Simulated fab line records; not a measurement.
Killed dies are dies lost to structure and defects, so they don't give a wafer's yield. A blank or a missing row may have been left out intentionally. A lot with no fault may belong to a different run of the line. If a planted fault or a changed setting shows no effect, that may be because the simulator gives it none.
fab line records ; flow nand_harc
record lots=6; wafers=18; last_day=33
route steps=1302 shown A_CONTACT@1063
lots that met no fault: from a run of the same line without faults
start_h: start of the lot's first displayed wafer, in hours after the record's first day ; wait_h: hours elapsed since this lot's preceding step ; " identical to the entry in the row above ; L1.1+2: several wafers, shown together as one row ; - no value, or no start given ; * or withheld: withheld ; < > ~ a bound
route shown NAME@n: names a module that has steps shown in the file, with the first one's number in the route ; usual: mean and standard deviation over wafers with no fault ; same: alike in all rows ; chamber/n: place in a boat ; sites: per-site readings ; _std_site: standard deviation of those values ; _edge_site: the outer-site mean with the inner-site mean subtracted ; radius_mm: for every site, how far away it sits from the centre of the wafer ; mask NAME#n: copy n ; behind: the last tool/chamber to shape the wafer ; hold: why the lot was held/for how many hours/how that ended ; device: the n, p or np transistor that did not switch ; end of line: the route-end tests of the same wafers ; for a step that has no rows: nothing shown but its recipe ; killed: at the first sort, the dies lost to defects and structure; wafer yield is something else ; map: per-die view of a wafer (x killed, . not killed, _ where there is no die)
set.NAME: the setting as run; set.NAME@STEP: as run at that earlier step ; model.NAME: the simulator's own value behind a step, which no gauge read
lots seen at some steps along the route; tables by step, rows by wafer
services: from which hour (start_h, from the record's first day; less than 0 if before it) a tool's chamber was out of use, for how many hours, and why
## steps
# step NHARC_A_CONTACT_ETCH_106
# recipe target_depth_a=900; overetch_a=90; time_s=49.5; ion_energy_ev=100; cf4_flow_sccm=80; o2_flow_sccm=20; ar_flow_sccm=0; rf_w=300; bias_w=100; chemistry=CF4/O2
# usual bias_w=100.0/0.3; drypump_motor_current_A=5.7/0.38; o2_flow_sccm=20.00/0.06; oes_product_au=0.998/0.0084; rf_vpp_V=197.5/1.1; showerhead_plenum_p_Torr=1.32/0.043; throttle_valve_pct=13.397/0.0092
lot.wafer;tool;chamber;start_h;wait_h;bias_w;drypump_motor_current_A;o2_flow_sccm;oes_product_au;rf_hours_counter_h;rf_vpp_V;showerhead_plenum_p_Torr;throttle_valve_pct
L536.1;rie_diel-13;3;522.99;0.1;100.1;5.3;20.04;1.004;25;196.3;1.34;13.405
L536.2;rie_diel-13;0;522.99;0.1;100.1;5.7;19.95;0.996;29;198.7;1.32;13.389
L536.6;rie_diel-13;2;522.99;0.1;100.2;6.0;20.01;1.001;-;197.5;1.38;13.395
L544.2;rie_diel-09;2;590.00;0.1;100.3;5.8;20.01;0.999;31;197.1;1.25;13.395
L544.3;rie_diel-09;0;590.00;0.1;100.2;6.1;20.06;0.997;30;197.4;1.34;13.414
L544.6;rie_diel-09;2;590.00;0.1;100.1;5.8;20.06;1.002;-;195.9;1.25;13.390
L546.2;rie_diel-05;1;608.65;0.1;99.7;5.3;19.92;1.003;3;199.5;1.37;13.391
L546.6;rie_diel-05;1;608.65;0.1;99.6;5.3;19.95;1.001;-;199.2;1.37;13.396
L546.5;rie_diel-05;2;608.65;0.1;99.4;4.7;19.93;0.989;-;199.0;1.32;13.384
L554.3;rie_diel-09;3;700.77;0.1;99.8;5.5;20.13;0.997;2;195.3;1.31;13.401
L554.2;rie_diel-09;0;700.77;0.1;99.9;6.1;19.92;0.992;3;197.2;1.33;13.410
L554.6;rie_diel-09;2;700.77;0.1;99.9;5.7;20.08;1.014;-;196.1;1.25;13.397
L556.4;rie_diel-09;1;716.66;0.1;99.9;5.5;20.07;1.002;11;198.6;1.32;13.403
L556.2;rie_diel-09;3;716.66;0.1;99.7;5.5;20.00;0.996;8;197.3;1.31;13.404
L556.6;rie_diel-09;0;716.66;0.1;99.8;6.1;20.00;0.990;-;196.1;1.33;13.397
L555.2;rie_diel-13;0;720.69;0.1;100.1;5.7;20.07;0.991;1;196.9;1.31;13.388
L555.3;rie_diel-13;2;720.69;0.1;99.9;6.0;19.94;0.982;1;198.4;1.37;13.388
L555.5;rie_diel-13;0;720.69;0.1;99.8;5.7;20.07;0.987;-;197.4;1.31;13.406
# step NHARC_A_CONTACT_STRIP_82
# recipe o2_flow_sccm=500; ar_flow_sccm=0; bias_w=0; chemistry=O2
# usual drypump_motor_current_A=5.7/0.39; o2_flow_sccm=500.0/1.4; oes_product_au=0.999/0.0073; rf_vpp_V=57.6/0.89; showerhead_plenum_p_Torr=3.49/0.1; throttle_valve_pct=17.036/0.0086
# same bias_w=0
lot.wafer;tool;chamber;start_h;wait_h;drypump_motor_current_A;o2_flow_sccm;oes_product_au;rf_hours_counter_h;rf_vpp_V;showerhead_plenum_p_Torr;throttle_valve_pct
L536.1;rie_diel-13;1;-;-;5.4;501.9;1.000;27;56.3;3.44;17.031
L536.2;rie_diel-13;3;-;-;5.3;499.9;0.987;25;58.4;3.53;17.028
L536.6;rie_diel-13;2;-;-;6.0;499.9;0.995;-;59.1;3.63;17.049
L544.3;rie_diel-09;0;-;-;6.1;500.6;1.002;30;56.7;3.54;17.044
L544.2;rie_diel-09;1;-;-;5.5;501.2;1.010;21;56.3;3.52;17.031
L544.6;rie_diel-09;1;-;-;5.5;500.6;1.001;-;58.0;3.52;17.028
L546.2;rie_diel-05;0;-;-;5.9;498.4;1.000;2;56.9;3.29;17.041
L546.6;rie_diel-05;3;-;-;6.4;501.1;0.988;-;58.6;3.67;17.026
L546.5;rie_diel-05;0;-;-;5.9;500.3;0.995;-;57.8;3.29;17.041
L554.2;rie_diel-09;2;-;-;5.8;501.0;1.005;2;57.0;3.30;17.029
L554.3;rie_diel-09;0;-;-;6.1;500.4;0.993;3;57.8;3.52;17.041
L554.6;rie_diel-09;2;-;-;5.8;501.7;1.010;-;59.0;3.30;17.042
L556.2;rie_diel-09;3;-;-;5.6;500.4;1.000;8;56.7;3.47;17.042
L556.4;rie_diel-09;2;-;-;5.8;499.9;1.008;9;58.7;3.30;17.032
L556.6;rie_diel-09;3;-;-;5.6;501.4;1.006;-;57.2;3.47;17.037
L555.2;rie_diel-13;3;-;-;5.3;500.6;0.990;1;57.2;3.51;17.039
L555.3;rie_diel-13;0;-;-;5.7;498.5;0.994;1;57.9;3.46;17.046
L555.5;rie_diel-13;3;-;-;5.4;500.6;0.996;-;57.2;3.51;17.046
# step NHARC_A_CONTACT_STRIP_83
# recipe time_s=600; temp_c=30; chemistry=post_etch_residue_remover
# step NHARC_A_CONTACT_DEP_84
# recipe target_thk_a=28000; temp_c=400; material=aC
# usual throttle_valve_pct=35.001/0.0092
lot.wafer;tool;chamber;start_h;wait_h;throttle_valve_pct
L536.1;acl_dep-03;0;523.65;-;34.991
L536.2;acl_dep-03;0;523.65;-;34.993
L536.6;acl_dep-03;0;525.08;-;34.997
L544.2;acl_dep-03;0;593.46;-;34.977
L544.3;acl_dep-03;0;593.46;-;35.010
L544.6;acl_dep-03;0;593.46;-;35.003
L546.2;acl_dep-01;0;609.59;-;35.013
L546.5;acl_dep-01;0;609.59;-;35.007
L546.6;acl_dep-01;0;609.59;-;34.999
L554.2;acl_dep-03;0;704.23;-;34.984
L554.3;acl_dep-03;0;704.23;-;34.997
L554.6;acl_dep-03;0;704.23;-;34.993
L556.2;acl_dep-01;0;717.61;-;35.000
L556.4;acl_dep-01;0;717.61;-;34.993
L556.6;acl_dep-01;0;717.61;-;34.994
L555.2;acl_dep-02;0;722.40;-;35.000
L555.3;acl_dep-02;0;722.40;-;34.996
L555.5;acl_dep-02;0;722.40;-;35.028
# step NHARC_A_CONTACT_DEP_85
# recipe target_thk_a=600; target_thk_nm=60; temp_c=400; pressure_torr=3.5; flow_sccm=200; rf_w=350; material=SiON
# usual heater_power_w=711/80
lot.wafer;tool;chamber;start_h;wait_h;heater_power_w
L536.1;pecvd-03;2;525.39;1.5;714
L536.2;pecvd-03;1;525.39;1.5;654
L536.6;pecvd-03;0;525.39;1.5;778
L544.3;pecvd-03;0;595.04;1.0;702
L544.2;pecvd-03;2;595.04;1.0;598
L544.6;pecvd-03;1;595.04;1.0;581
L546.2;pecvd-04;2;611.06;1.2;804
L546.6;pecvd-04;1;611.06;1.2;801
L546.5;pecvd-04;2;611.06;1.2;800
L554.2;pecvd-03;0;705.65;1.1;647
L554.3;pecvd-03;1;705.65;1.1;652
L554.6;pecvd-03;0;705.65;1.1;614
L556.2;pecvd-02;2;719.13;1.2;734
L556.4;pecvd-02;0;719.13;1.2;785
L556.6;pecvd-02;1;719.13;1.2;677
L555.3;pecvd-02;1;723.87;0.9;641
L555.2;pecvd-02;2;723.87;0.9;869
L555.5;pecvd-02;2;723.87;0.9;861
# step NHARC_A_CONTACT_DEHYDRATE_00
# recipe temp_c=150; time_s=120
# step NHARC_A_CONTACT_HMDS_01
# recipe time_s=30
# step NHARC_A_CONTACT_COAT_86
# recipe temp_c=260; time_s=75
# step NHARC_A_CONTACT_COAT_87
# recipe temp_c=225; time_s=65
# step NHARC_A_CONTACT_COAT_02
# recipe spin_rpm=1500; resist_thk_nm=90
# step NHARC_A_CONTACT_SOFTBAKE_03
# recipe temp_c=105; time_s=55
# step NHARC_A_CONTACT_EBR_04
# step NHARC_A_CONTACT_EXPOSE_05
# recipe na=1.35; sigma_outer=0.8; dose_mj=84.24; mask_id=A_CC
# usual exposure_dose_mJ_cm2=84.19/0.094; focus_offset_nm=-0.1/0.5; sigma_outer=0.8/0
lot.wafer;tool;chamber;start_h;wait_h;mask;exposure_dose_mJ_cm2;focus_offset_nm;sigma_outer
L536.1;arfi_scanner-03;0;525.97;-;A_CC#0;84.26;0.4;0.8
L536.2;arfi_scanner-03;0;525.97;-;A_CC#0;84.20;-0.1;0.8
L536.6;arfi_scanner-03;0;525.97;-;A_CC#0;84.15;0.6;0.8
L544.2;arfi_scanner-02;-;595.63;-;A_CC#0;-;-;-
L544.3;arfi_scanner-02;-;595.63;-;A_CC#0;-;-;-
L544.6;arfi_scanner-02;-;595.63;-;A_CC#0;-;-;-
L546.2;arfi_scanner-03;-;611.62;-;A_CC#0;-;-;-
L546.5;arfi_scanner-03;-;611.62;-;A_CC#0;-;-;-
L546.6;arfi_scanner-03;-;611.62;-;A_CC#0;-;-;-
L554.2;arfi_scanner-03;0;706.23;-;A_CC#0;84.13;-0.2;0.8
L554.3;arfi_scanner-03;0;706.23;-;A_CC#0;84.04;-0.3;0.8
L554.6;arfi_scanner-03;0;706.23;-;A_CC#0;84.03;0.1;0.8
L556.2;arfi_scanner-03;0;719.66;-;A_CC#0;84.02;-0.3;0.8
L556.4;arfi_scanner-03;0;719.66;-;A_CC#0;84.13;-0.5;0.8
L556.6;arfi_scanner-03;0;719.66;-;A_CC#0;84.12;0.1;0.8
L555.2;arfi_scanner-01;0;724.43;-;A_CC#0;84.23;-0.8;0.8
L555.3;arfi_scanner-01;0;724.43;-;A_CC#0;84.18;0.1;0.8
L555.5;arfi_scanner-01;0;724.43;-;A_CC#0;84.19;-0.5;0.8
# step NHARC_A_CONTACT_PEB_06
# recipe peb_temp_c=100; peb_time_s=65
## services
tool;chamber;start_h;hours;kind
arfi_scanner-03;-;499.30;0.3;repair
rie_diel-09;1;504.56;7.8;repair
pecvd-02;1;514.53;3.2;repair
arfi_scanner-03;-;519.21;0.8;repair
arfi_scanner-03;-;540.00;4.0;pm
acl_dep-01;-;548.71;13.0;pm
rie_diel-09;3;560.62;8.5;repair
rie_diel-13;3;562.61;3.0;repair
pecvd-02;-;564.00;3.3;repair
pecvd-03;-;565.96;13.0;pm
rie_diel-09;1;566.46;6.7;repair
rie_diel-13;2;569.99;3.3;repair
rie_diel-05;-;587.88;9.0;pm
rie_diel-09;2;618.17;2.1;repair
rie_diel-09;2;631.50;4.8;repair
arfi_scanner-03;-;636.32;1.0;repair
arfi_scanner-03;-;650.27;1.5;repair
acl_dep-03;-;665.89;13.0;pm
rie_diel-09;-;674.19;9.0;pm
arfi_scanner-03;-;697.78;1.4;repair
rie_diel-13;-;703.35;9.0;pm
arfi_scanner-03;-;712.00;4.0;pm
pecvd-03;1;714.95;2.0;repair
pecvd-03;2;719.15;2.3;repair
## key
first_sign step=NHARC_A_CONTACT_EXPOSE_05; reading=tool_record; direction=missing
effect none on later readings
met_at NHARC_A_CONTACT_EXPOSE_05
struck_wafers L544.2,L544.3,L544.6,L546.2,L546.5,L546.6
later_rows_left_out L544.2,L544.3,L544.6,L546.2,L546.5,L546.6
sort_left_out L544.2,L544.3,L544.6,L546.2,L546.5,L546.6
tester_left_out L544,L546
onset_between 525.97 595.63
fault kind=skipped_step_whole; tool=arfi_scanner-02,arfi_scanner-03; chamber=-; onset_h=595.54; steps=NHARC_A_CONTACT_EXPOSE_05; scope=struck_lots_only
# tester_left_out: of these lots the tester's yield and bins aren't shown, on N5 and GAA mostly nor the transistor test; their killed dies are dies lost to structure and defects alone, not to doping, threshold or leakage, so they don't give the yield
# sort_left_out: the simulated sort isn't trusted on such a fault, so these wafers' sort isn't shown, and their yield isn't known
# later_rows_left_out: the simulator's readings of these wafers behind a module that went badly wrong aren't trusted and aren't shown, but for the sort
